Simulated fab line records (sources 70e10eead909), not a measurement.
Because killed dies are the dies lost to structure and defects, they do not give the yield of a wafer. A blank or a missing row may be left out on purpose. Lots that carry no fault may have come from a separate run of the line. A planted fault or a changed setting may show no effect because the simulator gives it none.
2 desks looking at one fault ; flow nand_harc ; only its own numbers are on each desk; what lay behind them is given at the end

METROLOGY DESK
What the gauges read, lot by lot, whatever tool the lot ran on: means of the sampled wafers that have a number. Any lot whose mean is over 4 standard deviations away from the usual mean is out of limits and marked OUT; that distance is given in the brackets.
Columns: A = thk_nm at NHARC_P_M0_THK_MEAS_24, usual 117.4 nm; B = cd_nm at NHARC_P_M1_CD_MEAS_09, usual 129.9 nm
lot;first seen here;A;B
L197;day 6 07:18;117.0;130.0
L198;day 6 20:39;116.3;129.6
L199;day 6 21:04;116.6;130.0
L203;day 7 18:31;117.7;130.0
L204;day 8 07:27;117.1;129.7
L209;day 9 05:42;116.1;130.7
L210;day 9 23:37;118.1;152.9 (+32) OUT
L211;day 10 04:28;118.1;148.8 (+26) OUT
L213;day 10 13:00;116.4;129.8
L215;day 10 13:37;117.9;129.7
L217;day 11 17:40;117.7;128.7
This desk's finding: out of limits on L210, L211; first on L210, day 10 01:03 (cd_nm at NHARC_P_M1_CD_MEAS_09). In limits: L197, L198, L199, L203, L204, L209, L213, L215, L217.

THE TOOL OWNER'S DESK: arfi_scanner-03
The tool's own readings at NHARC_P_M1_EXPOSE_06 (exposes mask P M1, target cd 130 nm): means of the sampled wafers that have a number, for each lot that ran on this tool. Any lot whose mean is over 4 standard deviations away from the usual mean is out of limits and marked OUT; that distance is given in the brackets.
Columns: A = exposure_dose_mJ_cm2 at NHARC_P_M1_EXPOSE_06, usual 81.85; B = stage_vel_mm_s at NHARC_P_M1_EXPOSE_06, usual 499.94 mm/s
lot;first seen here;A;B
L197;day 6 08:56;81.94;499.72
L203;day 7 19:47;81.84;499.94
L209;day 9 07:06;81.88;499.77
L210;day 10 00:55;119.07 (+99 or more) OUT;500.04
L211;day 10 05:45;111.75 (+99 or more) OUT;499.71
This desk's finding: out of limits on L210, L211; first on L210, day 10 00:55 (exposure_dose_mJ_cm2 at NHARC_P_M1_EXPOSE_06). In limits: L197, L203, L209.

BROUGHT TOGETHER
On L210, L211, at day 10 00:55, an alarm was possible from the tool owner's desk.
The metrology desk could have raised an alarm at day 10 01:03, on L210, L211.
NHARC_P_M1_EXPOSE_06 was run on arfi_scanner-03 by each of the lots named.

WHAT THE SIMULATOR PUT IN
Drift in process parameters on arfi_scanner-03 at NHARC_P_M1_EXPOSE_06, starting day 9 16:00. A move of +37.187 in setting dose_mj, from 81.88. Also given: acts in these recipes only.
Struck lots among those shown: L210, L211.
Fault start to first reading out of limits, in hours, per desk: tool owner, 9; metrology, 9.
